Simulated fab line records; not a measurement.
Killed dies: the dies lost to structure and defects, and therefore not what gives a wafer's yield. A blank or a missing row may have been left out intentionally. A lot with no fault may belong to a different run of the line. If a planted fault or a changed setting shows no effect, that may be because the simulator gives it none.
Chamber matching    flow nand harc    NHARC_A_STAIRCASE_ETCH_253 on rie diel-02 has 4 sister chambers
The step etches the open film in C4F8/O2, target depth 50 nm, time 20.2 s. 16 wafers are shown with their chamber, then 8 later ones without.

## WAFERS WITH THEIR CHAMBER
wafer   chamber  rf vpp V (V)  oes product au (a.u.)
L078.1  3        898           0.922
L078.2  2        905           0.934
L078.3  1        891           0.920
L080.1  0        892           0.928
L080.2  1        890           0.932
L080.3  2        904           0.942
L080.4  3        901           0.926
L080.5  0        892           0.935
L080.6  1        890           0.935
L083.1  1        890           0.950
L083.3  3        900           0.934
L083.5  1        890           0.933
L089.3  0        891           0.972
L089.4  2        904           0.986
L089.5  2        906           0.983
L091.1  2        904           0.989

SIGNATURES, as means of the wafers listed above
reading         chamber 0  chamber 1  chamber 2  chamber 3  scatter within a chamber
rf vpp V        891.67     890.20     904.60     899.67     0.882
oes product au  0.94500    0.93400    0.96680    0.92733    0.0193
Rule: for a wafer and a chamber, the distance is found by dividing, reading by reading, the gap between the wafer's reading and the chamber's mean by the reading's scatter, squaring, summing and taking the root. The wafer belongs to the nearest chamber; if the next one is less than 2 further off, it can't be placed. The scatter: the root of (the sum of the squares of (reading less its chamber's mean) over the shown wafers, divided by (wafers less chambers)).

## WAFERS WHOSE CHAMBER IS MISSING
wafer   rf vpp V (V)  oes product au (a.u.)
L091.2  901           0.955
L091.3  888           0.982
L091.4  892           0.964
L091.5  900           0.951
L091.6  891           0.976
L097.1  905           0.929
L097.4  900           0.929
L097.5  888           0.931

## CHAMBER TAKEN BY EACH
wafer   from the rows above      in truth
L091.2  3                        3
L091.3  can't be placed: 1 or 0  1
L091.4  can't be placed: 0 or 1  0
L091.5  3                        3
L091.6  can't be placed: 0 or 1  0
L097.1  2                        2
L097.4  3                        3
L097.5  can't be placed: 1 or 0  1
4 of 8 placed correctly. From these rows, 4 cannot be placed; in 4 the true chamber is one of the candidates. 0 placed wrongly.
